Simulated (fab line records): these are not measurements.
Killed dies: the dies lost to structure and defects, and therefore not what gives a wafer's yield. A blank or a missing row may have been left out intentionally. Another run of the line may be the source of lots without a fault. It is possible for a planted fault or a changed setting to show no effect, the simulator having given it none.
Chamber matching :: flow n5-finfet :: cvd-co-02 running N5_BEOL_M2_CO_CAP_55: 3 sister chambers
The step material Co, precursor CCTBA/H2, target thk 2 nm, time 102.1 s. 3 wafers are shown with their chamber, then 12 later ones without.

## WAFERS, EACH WITH ITS CHAMBER
wafer: L090.3
chamber: 0
heater-power-w (W): 225

wafer: L090.4
chamber: 2
heater-power-w (W): 258

wafer: L090.6
chamber: 1
heater-power-w (W): 233

## WAFERS WHOSE CHAMBER IS MISSING
wafer: L092.1
heater-power-w (W): 272

wafer: L092.2
heater-power-w (W): 231

wafer: L092.6
heater-power-w (W): 222

wafer: L094.1
heater-power-w (W): 269

wafer: L094.5
heater-power-w (W): 227

wafer: L094.6
heater-power-w (W): 229

wafer: L096.1
heater-power-w (W): 265

wafer: L096.2
heater-power-w (W): 238

wafer: L096.5
heater-power-w (W): 223

wafer: L097.2
heater-power-w (W): 224

wafer: L097.3
heater-power-w (W): 235

wafer: L097.6
heater-power-w (W): 236

## WHICH CHAMBER EACH ONE RAN IN
wafer: L092.1
from the rows above: 2
in truth: 2

wafer: L092.2
from the rows above: can't be placed: 1 or 0
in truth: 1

wafer: L092.6
from the rows above: can't be placed: 0 or 1
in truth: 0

wafer: L094.1
from the rows above: 2
in truth: 2

wafer: L094.5
from the rows above: can't be placed: 0 or 1
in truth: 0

wafer: L094.6
from the rows above: can't be placed: 0 or 1
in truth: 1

wafer: L096.1
from the rows above: 2
in truth: 2

wafer: L096.2
from the rows above: can't be placed: 1 or 0
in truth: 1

wafer: L096.5
from the rows above: can't be placed: 0 or 1
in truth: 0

wafer: L097.2
from the rows above: can't be placed: 0 or 1
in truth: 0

wafer: L097.3
from the rows above: can't be placed: 1 or 0
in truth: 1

wafer: L097.6
from the rows above: can't be placed: 1 or 0
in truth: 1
Correct placement for 3 of the 12. Can't be placed from these rows: 9 (the true chamber is among the candidates in 9). Placed wrongly: 0.
How it was worked out, from the rows above alone: a wafer's distance from a chamber is the root of the sum, over the readings, of the square of ((its reading less the chamber's mean) divided by the reading's scatter). If the next closest chamber is less than 2 further off than the closest, the wafer can't be placed; otherwise it belongs to the closest. For every chamber, the mean is computed from those of its wafers that are shown. The scatter (one wafer shown for each chamber): square how far every hidden wafer sits from the nearest shown wafer, average those squares and take the square root.
